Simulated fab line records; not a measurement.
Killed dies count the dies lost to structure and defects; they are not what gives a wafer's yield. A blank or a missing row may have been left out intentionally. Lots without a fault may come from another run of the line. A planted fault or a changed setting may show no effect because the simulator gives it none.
Chamber matching | flow n5Finfet | 4 sister chambers for N5_MOL_CONTACT_COAG_STRIP_96 on rieDiel-01
The step strips in N2/H2. 4 wafers are shown with their chamber, then 7 later ones without.

WAFERS, EACH WITH ITS CHAMBER
wafer  | chamber | showerheadPlenumPTorr (Torr)
L083.5 | 2       | 3.32
L090.2 | 1       | 3.39
L091.1 | 0       | 3.18
L091.3 | 3       | 3.46

WAFERS MISSING THEIR CHAMBER
wafer  | showerheadPlenumPTorr (Torr)
L091.6 | 3.31
L092.2 | 3.46
L092.4 | 3.18
L092.5 | 3.31
L097.1 | 3.18
L097.2 | 3.31
L097.3 | 3.45

WHICH CHAMBER EACH ONE RAN IN
wafer  | from the rows above | in truth
L091.6 | 2                   | 2
L092.2 | 3                   | 3
L092.4 | 0                   | 0
L092.5 | 2                   | 2
L097.1 | 0                   | 0
L097.2 | 2                   | 2
L097.3 | 3                   | 3
Correctly placed: 7 of 7. Not placeable from these rows: 0. Wrongly placed: 0.
How it was worked out, from the rows above alone: a wafer's distance from a chamber is the root of the sum, over the readings, of the square of ((its reading less the chamber's mean) divided by the reading's scatter). If the next closest chamber is less than 2 further off than the closest, the wafer can't be placed; otherwise it belongs to the closest. The mean given for a chamber averages the wafers shown for that chamber. The scatter: with one shown wafer a chamber, the root of the mean of the squares of how far each hidden wafer lies from its nearest shown one.
